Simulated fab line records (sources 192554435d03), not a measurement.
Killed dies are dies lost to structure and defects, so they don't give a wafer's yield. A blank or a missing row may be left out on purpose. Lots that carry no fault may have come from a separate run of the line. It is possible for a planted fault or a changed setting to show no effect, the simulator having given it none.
Split-lot experiment | flow n5 finfet | 7 lots, 21 wafers read, on a route of 1938 steps

## ON THE SPLIT
At N5_PASSIVATION_EXPOSE_27 (exposes mask PAD, defocus 0 nm), the setting dose mj was moved away from the recipe's 32.3 on 8 of the 21 wafers read, by -4.2% to +6.1%. For the rest of the wafers, this setting stayed at what the recipe calls for.

## FROM THE SPLIT TO THE READING: what the file shows between them, 3 steps
- N5_PASSIVATION_PEB_28
- N5_PASSIVATION_DEVELOP_29: develop time 60 s
- N5_PASSIVATION_HARDBAKE_31: time 120 s

## THE READING
Shown in nm: cd nm at N5_PASSIVATION_CD_MEAS_30, with target cd 4000 nm. On this fab line, fault-free wafers typically give 4000.2 nm with a standard deviation of 1.6 nm.

wafer  | tool, chamber at the split | dose mj as run | against the recipe | cd nm, nm | against lot-mates on the recipe
L078.2 | krf scanner-02, 0          | 32.3           | recipe             | 4001.0    | -
L078.3 | krf scanner-02, 0          | 32.3           | recipe             | 4002.6    | -
L078.5 | krf scanner-02, 0          | 32.3           | recipe             | 4002.4    | -
L076.2 | krf scanner-02, 0          | 33.56          | +3.9%              | 4007.3    | +7.3
L076.3 | krf scanner-02, 0          | 33.56          | +3.9%              | 4006.0    | +6.0
L076.4 | krf scanner-02, 0          | 32.3           | recipe             | 4000.0    | -
L080.1 | krf scanner-01, 0          | 34.27          | +6.1%              | 4008.3    | +9.0
L080.2 | krf scanner-01, 0          | 32.3           | recipe             | 3998.6    | -
L080.3 | krf scanner-01, 0          | 32.3           | recipe             | 4000.1    | -
L083.1 | krf scanner-01, 0          | 32.3           | recipe             | 4000.5    | -
L083.3 | krf scanner-01, 0          | 30.94          | -4.2%              | 3992.5    | -7.4
L083.6 | krf scanner-01, 0          | 32.3           | recipe             | 3999.3    | -
L084.2 | krf scanner-02, 0          | 33.56          | +3.9%              | 4005.1    | +5.8
L084.3 | krf scanner-02, 0          | 33.56          | +3.9%              | 4005.5    | +6.2
L084.4 | krf scanner-02, 0          | 32.3           | recipe             | 3999.3    | -
L086.2 | krf scanner-01, 0          | 34.17          | +5.8%              | 4013.0    | +10.4
L086.4 | krf scanner-01, 0          | 34.17          | +5.8%              | 4011.0    | +8.4
L086.6 | krf scanner-01, 0          | 32.3           | recipe             | 4002.6    | -
L097.3 | krf scanner-02, 0          | 32.3           | recipe             | 3999.9    | -
L097.5 | krf scanner-02, 0          | 32.3           | recipe             | 3997.7    | -
L097.6 | krf scanner-02, 0          | 32.3           | recipe             | 3997.6    | -

THE FIT
A straight line over all 21 wafers: cd nm changes by +1.72 nm for each +1% of dose mj; r = +0.94; the points scatter about the line by 1.7 nm.
The same after taking each lot's own level away (the mean of its wafers on the recipe; 21 wafers): +1.61 nm for each +1%; r = +0.99; scatter 0.77 nm.
Per that fit: largest dose mj move, reading shift of 9.8 nm.
The span of the lots' own levels, 3998.40 to 4002.60 nm, comes to 2.6 times the standard deviation stated above.
The two slopes are in agreement: the lot-to-lot level therefore moves the slope only a little.
Check: +9.99 nm against its lot-mates is what the line predicts for one of the wafers moved furthest among these (+6.1%) when that wafer is left out of the fit. It came out at +8.95 nm against them.

## THE OTHER SPLITS THESE WAFERS WENT THROUGH
Note: prior to the reading, these wafers also went through further splits. Each is held against what the fit with the lots' levels taken away leaves over:
other split on the same wafers     | wafers away from the commonest value | r with cd nm (lot level and that fit taken away)
N5_BEOL_M14_ETCH_68 time s         | 7                                    | +0.09
N5_BEOL_M14_SPUTTER_43 power w     | 6                                    | -0.14
N5_MIM_BOT_LITHO_EXPOSE_05 dose mj | 8                                    | -0.04
N5_MIM_BOT_LITHO_PEB_06 peb time s | as run: not given for these wafers   | -

## FILE'S OWN FIT
cd nm changes by +1.6 nm for each +1% of dose mj, r = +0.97.
